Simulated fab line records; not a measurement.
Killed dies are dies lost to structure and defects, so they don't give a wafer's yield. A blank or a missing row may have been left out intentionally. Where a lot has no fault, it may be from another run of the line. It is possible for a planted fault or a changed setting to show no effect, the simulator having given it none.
Which of the tools did it?    flow nand harc    42 wafers from 14 lots sampled at 4 of the route's 1302 steps

## WHAT EACH GAUGE READ, for each wafer
No reading from a measuring or inspecting step in the record can be judged against a usual standard deviation.

## EACH LOT AND THE TOOL THAT RAN IT (in order: tool; ch and the chambers of the sampled wafers; start)
lot   NHARC_A_CONTACT_DESCUM_74           NHARC_A_CONTACT_ETCH_124              NHARC_A_CONTACT_ETCH_131              NHARC_A_CONTACT_ETCH_132
L678  rie diel-10 ch 0,3, day 22 23:25    har cap etch-02 ch 1, day 23 00:59    har cap etch-02 ch 1, day 23 02:15    har cap etch-02 ch 1, day 23 02:26
L677  rie diel-03 ch 1,2,3, day 23 05:07  har cap etch-03 ch 0,1, day 23 06:41  har cap etch-03 ch 0,1, day 23 07:56  har cap etch-03 ch 0,1, day 23 08:07
L681  rie diel-10 ch 0,2,3, day 24 02:56  har cap etch-02 ch 0,1, day 24 04:29  har cap etch-02 ch 0,1, day 24 05:44  har cap etch-02 ch 0,1, day 24 05:55
L682  rie diel-03 ch 0,1,3, day 25 11:11  har cap etch-02 ch 0,1, day 25 12:52  har cap etch-02 ch 0,1, day 25 14:23  har cap etch-02 ch 0,1, day 25 14:34
L684  rie diel-10 ch 0,1, day 25 15:43    har cap etch-02 ch 0,1, day 25 18:10  har cap etch-02 ch 0,1, day 25 19:26  har cap etch-02 ch 0,1, day 25 19:37
L687  rie diel-10 ch 0,1,2, day 26 13:26  har cap etch-02 ch 0,1, day 26 15:03  har cap etch-02 ch 0,1, day 26 16:17  har cap etch-02 ch 0,1, day 26 16:28
L686  rie diel-10 ch 0,1,2, day 26 17:04  har cap etch-01 ch 0,1, day 26 18:42  har cap etch-01 ch 0,1, day 26 19:57  har cap etch-01 ch 0,1, day 26 20:08
L692  rie diel-03 ch 0,2, day 28 09:37    har cap etch-03 ch 1, day 28 11:10    har cap etch-03 ch 1, day 28 12:25    har cap etch-03 ch 1, day 28 12:35
L691  rie diel-10 ch 0,1,3, day 28 20:29  har cap etch-01 ch 0,1, day 28 22:17  har cap etch-01 ch 0,1, day 28 23:32  har cap etch-01 ch 0,1, day 28 23:43
L693  rie diel-10 ch 2,3, day 29 13:35    har cap etch-02 ch 0,1, day 29 15:12  har cap etch-02 ch 0,1, day 29 16:27  har cap etch-02 ch 0,1, day 29 16:37
L694  rie diel-10 ch 1,2,3, day 29 14:50  har cap etch-03 ch 0,1, day 29 16:25  har cap etch-03 ch 0,1, day 29 17:40  har cap etch-03 ch 0,1, day 29 17:50
L696  rie diel-03 ch 0,1,3, day 30 05:22  har cap etch-03 ch 0,1, day 30 06:54  har cap etch-03 ch 0,1, day 30 08:10  har cap etch-03 ch 0,1, day 30 08:20
L695  rie diel-11 ch 2,3, day 30 07:30    har cap etch-02 ch 0,1, day 30 09:06  har cap etch-02 ch 0,1, day 30 10:22  har cap etch-02 ch 0,1, day 30 10:32
L697  rie diel-10 ch 1,2, day 31 02:12    har cap etch-01 ch 0,1, day 31 03:49  har cap etch-01 ch 0,1, day 31 05:04  har cap etch-01 ch 0,1, day 31 05:14
- NHARC_A_CONTACT_DESCUM_74: chemistry O2, time 3 s.
- NHARC_A_CONTACT_ETCH_124: etches the open film in C4F8/O2/Ar, time 140 s, target depth 700 nm.
- NHARC_A_CONTACT_ETCH_131: etches the open film in C4F8/O2/Ar, time 197 s, target depth 1918 nm.
- NHARC_A_CONTACT_ETCH_132: etches the open film in C4F8/O2/Ar, time 197 s, target depth 1924 nm.

## WHAT THE TOOLS THEMSELVES READ (means of the sampled wafers that have a number; where no wafer has one, the mark that the record gives instead)
NHARC_A_CONTACT_DESCUM_74. Usual: drypump motor current A 6.2 A, standard deviation 0.33; oes product au 0.997 a.u., standard deviation 0.012; rf vpp V 57.7 V, standard deviation 0.95; showerhead plenum p Torr 1.90 Torr, standard deviation 0.098; throttle valve pct 11.311 %, standard deviation 0.01.
lot   tool         drypump motor current A (A)  oes product au (a.u.)  rf vpp V (V)  showerhead plenum p Torr (Torr)  throttle valve pct (%)  flag
L678  rie diel-10  6.4                          0.997                  57.9          1.88                             11.305                  
L677  rie diel-03  6.3                          0.995                  57.1          1.90                             11.302                  
L681  rie diel-10  6.4                          0.997                  56.6          1.88                             11.306                  
L682  rie diel-03  6.2                          0.991                  57.8          1.82                             11.316                  
L684  rie diel-10  6.0                          0.999                  58.0          1.98                             11.312                  
L687  rie diel-10  6.2                          1.010                  57.9          1.92                             11.303                  
L686  rie diel-10  6.2                          0.997                  57.9          1.92                             11.305                  
L692  rie diel-03  6.4                          0.983                  57.8          1.88                             11.311                  
L691  rie diel-10  6.2                          0.994                  58.1          1.92                             11.309                  
L693  rie diel-10  6.6                          0.989                  57.8          1.80                             11.313                  
L694  rie diel-10  6.4                          0.988                  57.3          1.85                             11.322                  
L696  rie diel-03  6.2                          1.003                  56.8          1.81                             11.314                  
L695  rie diel-11  6.0                          1.004                  58.4          2.06                             11.300                  
L697  rie diel-10  6.4                          0.988                  57.0          1.84                             11.309                  

NHARC_A_CONTACT_ETCH_124. Usual: chamber pressure mTorr 20.000 mTorr, standard deviation 0.017; oes air line au 0.999 a.u., standard deviation 0.017.
lot   tool             chamber pressure mTorr (mTorr)  oes air line au (a.u.)  flag
L678  har cap etch-02  20.000                          0.992                   
L677  har cap etch-03  19.997                          0.994                   
L681  har cap etch-02  20.008                          0.986                   
L682  har cap etch-02  19.983                          1.019                   
L684  har cap etch-02  20.005                          0.979                   
L687  har cap etch-02  19.995                          1.005                   
L686  har cap etch-01  20.008                          1.005                   
L692  har cap etch-03  20.003                          1.014                   
L691  har cap etch-01  20.001                          1.004                   
L693  har cap etch-02  19.997                          0.993                   
L694  har cap etch-03  19.997                          1.011                   
L696  har cap etch-03  20.005                          0.991                   
L695  har cap etch-02  19.985                          1.003                   
L697  har cap etch-01  19.998                          1.003                   

NHARC_A_CONTACT_ETCH_131. Usual: chamber pressure mTorr 20.000 mTorr, standard deviation 0.019; oes air line au 1.001 a.u., standard deviation 0.022.
lot   tool             chamber pressure mTorr (mTorr)  oes air line au (a.u.)  flag
L678  har cap etch-02  20.004                          1.003                   
L677  har cap etch-03  19.990                          1.003                   
L681  har cap etch-02  20.022                          0.995                   
L682  har cap etch-02  20.015                          1.000                   
L684  har cap etch-02  19.967                          0.980                   
L687  har cap etch-02  19.999                          1.008                   
L686  har cap etch-01  19.980                          1.015                   
L692  har cap etch-03  19.985                          1.030                   
L691  har cap etch-01  20.008                          0.992                   
L693  har cap etch-02  20.020                          1.006                   
L694  har cap etch-03  20.010                          1.001                   
L696  har cap etch-03  19.997                          1.023                   
L695  har cap etch-02  20.016                          1.013                   
L697  har cap etch-01  20.000                          1.004                   

NHARC_A_CONTACT_ETCH_132. Usual: chamber pressure mTorr 19.997 mTorr, standard deviation 0.018; oes air line au 0.994 a.u., standard deviation 0.019.
lot   tool             chamber pressure mTorr (mTorr)  oes air line au (a.u.)  flag
L678  har cap etch-02  20.007                          0.991                   
L677  har cap etch-03  20.007                          0.990                   
L681  har cap etch-02  19.992                          1.010                   
L682  har cap etch-02  19.994                          0.971                   
L684  har cap etch-02  19.987                          0.988                   
L687  har cap etch-02  -                               -                       OFF
L686  har cap etch-01  -                               -                       OFF
L692  har cap etch-03  20.001                          1.010                   
L691  har cap etch-01  19.993                          1.008                   
L693  har cap etch-02  20.009                          0.977                   
L694  har cap etch-03  20.010                          1.007                   
L696  har cap etch-03  20.012                          0.986                   
L695  har cap etch-02  20.006                          1.015                   
L697  har cap etch-01  19.991                          0.999                   

## THE ANSWER, worked out from the rows above alone
Rule: lot off if the mean of its wafers having a number is beyond 3 standard deviations from the usual mean. A lot without any number at a reading at which 4 lots or more have one is off too. All remaining lots with rows at the step are treated as sound. Order of review: gauges by route order, followed by the tools' own readings, for which a lot's mean as printed above is used. The first step at which some lot is off is used, and at that step the reading that is off furthest; a lot without a number counts as furthest.
Off: L687, L686 (NHARC_A_CONTACT_ETCH_132, chamber pressure mTorr). Without a number there: L687, L686.
If a tool, at that step or one of the process steps before it, ran each lot that is off and ran no sound lot following the first of them, it fits. None of those tried fits.

## WHAT THE SIMULATOR HAD INSERTED
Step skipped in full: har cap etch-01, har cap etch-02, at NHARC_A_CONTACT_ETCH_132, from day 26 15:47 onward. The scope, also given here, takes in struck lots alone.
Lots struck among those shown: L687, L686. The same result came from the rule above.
